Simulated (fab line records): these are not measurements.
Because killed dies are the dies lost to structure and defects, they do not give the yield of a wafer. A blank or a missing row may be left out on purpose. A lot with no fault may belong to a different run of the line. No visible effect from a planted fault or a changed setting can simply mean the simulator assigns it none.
Comparing a struck lot with a sound one + flow nand_harc + 14 steps out of a route of 1302
Sound: the wafers L499.1, L499.2, L499.5. Wafers L511.2, L511.4, L511.5 were the ones struck. At the end, the cause is stated.
Per side, at each step with rows, come the tool, then ch with its chambers, and then its first start. Under that, the readings that differ: sound wafers + struck wafers + difference of the means + sigmas: that difference in standard deviations of wafers without a fault.
alike: words and numbers the same on both sides, and readings whose means are apart by under 2 such deviations; not compared: readings that were withheld, readings missing a value for some wafer, numbers with overlapping values and no deviation given by the record, and bounds like >300 which may hide the same value.
A row with sigmas, a row that says differs or no value, or rows on one side alone: a step with any of these is where the two part. When numbers do not overlap yet have no deviation, they are printed without sigmas and do not part them. A reading missing from all wafers of one side parts the sides only when that side holds two or more wafers.

first, 6 steps without rows for these wafers: NHARC_A_DECK1_JOINT_CVD_34 (deposits SiNx, target thk 20 nm); NHARC_A_DECK1_JOINT_DEP_06 (deposits SiOx, target thk 80 nm); NHARC_A_DECK1_JOINT_CURE_26 (time 32 s); NHARC_A_DECK1_JOINT_ANNEAL_27 (time 3600 s); NHARC_A_DECK1_JOINT_ANNEAL_28 (time 1800 s); NHARC_A_DECK1_JOINT_ANNEAL_29 (time 1800 s).
NHARC_A_DECK1_JOINT_CMP_02: polishes SiOx.
  sound on cmp-03 ch 0,2, day 14 10:42; struck on cmp-02 ch 2,3, day 18 18:02
| reading            | sound             | struck            | difference | sigmas |
|--------------------|-------------------|-------------------|------------|--------|
| slurry_flow_ml_min | 148.9 149.7 149.7 | 150.3 150.7 151.0 | +1.2       | +3     |
  alike: motor_current_A, retaining_ring_pressure_frac
following that, these wafers have no rows for 1 step: NHARC_A_DECK1_JOINT_SRD_15.
NHARC_A_DECK1_JOINT_DEP_16: deposits SiO2, target thk 45 nm.
  sound on pecvd-02 ch 0,2, day 14 11:05; struck on pecvd-01 ch 0,1,2, day 18 18:27
| reading                | sound          | struck         | difference | sigmas |
|------------------------|----------------|----------------|------------|--------|
| throttle_valve_pct (%) | 15.3 15.2 15.3 | 16.1 16.9 15.8 | +1.0       | +2     |
  alike: heater_power_outer_w, heater_power_w
NHARC_A_DECK1_JOINT_THK_MEAS_17: measures by ellipsometry.
  sound on film_metro-02 at day 14 11:20; struck on film_metro-01 at day 18 18:44
  alike: thk_nm
NHARC_A_DECK1_JOINT_INSPECT_05:
  sound on defect_inspect-02 at day 14 11:23; struck on defect_inspect-01 at day 18 18:46
| reading          | sound       | struck      | difference | sigmas |
|------------------|-------------|-------------|------------|--------|
| raw_defect_count | 389 335 337 | 936 500 551 | +309       | +3     |
NHARC_A_ONON_D2_DEP_00: target thk 1000 nm.
  sound on pecvd_onon-02 ch 0, day 14 11:26; struck on pecvd_onon-04 ch 0, day 18 18:53
NHARC_A_ONON_D2_THK_MEAS_02: measures by ellipsometry.
  sound on film_metro-02 at day 14 11:57; struck on film_metro-02 at day 18 19:21
| reading     | sound          | struck         | difference | sigmas |
|-------------|----------------|----------------|------------|--------|
| thk_nm (nm) | 1002 1001 1001 | 1066 1064 1065 | +64        | +9     |
then, no rows for these wafers at 1 step: NHARC_A_ONON_D2_DEP_03 (target thk 1000 nm).

== WHERE THEY PART ==
First at NHARC_A_DECK1_JOINT_CMP_02; last, within this record, at NHARC_A_ONON_D2_THK_MEAS_02.

WHY: the cause the simulator had injected
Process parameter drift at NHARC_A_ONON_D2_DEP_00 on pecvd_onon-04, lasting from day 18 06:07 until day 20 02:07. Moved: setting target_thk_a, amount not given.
